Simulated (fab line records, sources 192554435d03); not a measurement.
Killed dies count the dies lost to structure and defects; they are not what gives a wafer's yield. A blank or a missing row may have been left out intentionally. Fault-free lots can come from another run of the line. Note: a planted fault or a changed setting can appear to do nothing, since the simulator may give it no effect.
Split-lot experiment + flow n5Finfet + 21 wafers read from 7 lots, route of 1938 steps

THE SPLIT
At N5_BEOL_M8_PECVD_70 (deposits SiO2 from TEOS/O2, target thk 20 nm, time 22.7 s), the setting timeS was moved away from the recipe's 22.7 s on 10 of the 21 wafers read, by -13.7% to +11.9%. This setting was run at the recipe's value on the other wafers.

Reading taken at the split's own step.

THE READING
SiO2_of_BEOL_M8_PECVD_70.thkNm (the simulator's own value, which no gauge read), in nm, at N5_BEOL_M8_PECVD_70 (deposits SiO2 from TEOS/O2, target thk 20 nm, time 22.7 s). The file gives no usual value for it. The 11 wafers here that ran the recipe average 19.9 nm, standard deviation 0.44 nm.

| wafer  | tool, chamber at the split | timeS as run, s | against the recipe | SiO2_of_BEOL_M8_PECVD_70.thkNm, nm | against lot-mates on the recipe |
|--------|----------------------------|-----------------|--------------------|------------------------------------|---------------------------------|
| L075.3 | pecvd-01, 0                | 22.7            | recipe             | 19.2                               | -                               |
| L075.4 | pecvd-01, 1                | 22.7            | recipe             | 19.8                               | -                               |
| L075.6 | pecvd-01, 2                | 19.58           | -13.7%             | 17.8                               | -1.7                            |
| L081.2 | pecvd-01, 0                | 22.7            | recipe             | 19.4                               | -                               |
| L081.3 | pecvd-01, 2                | 22.7            | recipe             | 19.6                               | -                               |
| L081.4 | pecvd-01, 2                | 19.88           | -12.4%             | 17.6                               | -1.9                            |
| L083.2 | pecvd-02, 1                | 24.81           | +9.3%              | 21.8                               | +2.0                            |
| L083.3 | pecvd-02, 2                | 22.7            | recipe             | 19.8                               | -                               |
| L083.5 | pecvd-02, 1                | 24.81           | +9.3%              | 22.4                               | +2.6                            |
| L087.1 | pecvd-04, 2                | 22.7            | recipe             | 20                                 | -                               |
| L087.2 | pecvd-04, 0                | 22.7            | recipe             | 20.4                               | -                               |
| L087.5 | pecvd-04, 1                | 22.7            | recipe             | 20.6                               | -                               |
| L089.2 | pecvd-01, 0                | 21.53           | -5.2%              | 18.6                               | no lot-mate on the recipe       |
| L089.3 | pecvd-01, 1,0              | 21.53           | -5.2%              | 18.8                               | no lot-mate on the recipe       |
| L089.4 | pecvd-01, 1,0              | 21.53           | -5.2%              | 18.8                               | no lot-mate on the recipe       |
| L091.3 | pecvd-04, 0                | 22.7            | recipe             | 19.8                               | -                               |
| L091.5 | pecvd-04, 0                | 25.29           | +11.4%             | 22.4                               | +2.6                            |
| L091.6 | pecvd-04, 2                | 25.29           | +11.4%             | 22.2                               | +2.4                            |
| L097.3 | pecvd-04, 2                | 25.39           | +11.9%             | 22.6                               | +2.2                            |
| L097.4 | pecvd-04, 0                | 22.7            | recipe             | 20.2                               | -                               |
| L097.5 | pecvd-04, 2                | 22.7            | recipe             | 20.6                               | -                               |
The file does not say which wafer passed through which chamber wherever a row lists several chambers: such a row stands for several wafers.

FIT RESULTS
A straight line over all 21 wafers: SiO2_of_BEOL_M8_PECVD_70.thkNm changes by +0.203 nm for each +1% of timeS; r = +0.96; the points scatter about the line by 0.4 nm.
The same after taking each lot's own level away (the mean of its wafers on the recipe; 18 wafers): +0.183 nm for each +1%; r = +0.97; scatter 0.35 nm.
The reading moves by 2.5 nm for the largest change in timeS, on that fit.
Measured against the standard deviation above, the lots' own levels, which go from 19.50 to 20.40 nm, span 2.0 times it.
So the slope is not independent of the lot-to-lot level: the two fits are not the same.
Check: for one of the wafers moved furthest among these (-13.7%), held out of the fit, the line's prediction against its lot-mates is -2.64 nm. Against them it came out at -1.7 nm.

OTHER SPLITS APPLIED TO THESE WAFERS
Other splits were also applied to these wafers ahead of the reading. Each is held against what the fit with the lots' levels taken away leaves over:
| other split on the same wafers  | wafers away from the commonest value | r with SiO2_of_BEOL_M8_PECVD_70.thkNm (lot level and that fit taken away) |
|---------------------------------|--------------------------------------|---------------------------------------------------------------------------|
| N5_BEOL_M4_DESCUM_33 timeS      | 9                                    | +0.31                                                                     |
| N5_BEOL_M4_TRENCH_ETCH_37 timeS | 4                                    | -0.24                                                                     |
| N5_BEOL_M5_ETCH_68 timeS        | 7                                    | -0.09                                                                     |
| N5_BEOL_M5_TRENCH_ETCH_37 biasW | 6                                    | -0.37                                                                     |
| N5_BEOL_M6_ETCH_66 biasW        | 6                                    | -0.12                                                                     |
| N5_BEOL_M6_DEP_56 timeS         | 9                                    | +0.23                                                                     |

FILE'S OWN FIT
SiO2_of_BEOL_M8_PECVD_70.thkNm changes by +0.176 nm for each +1% of timeS, r = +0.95.
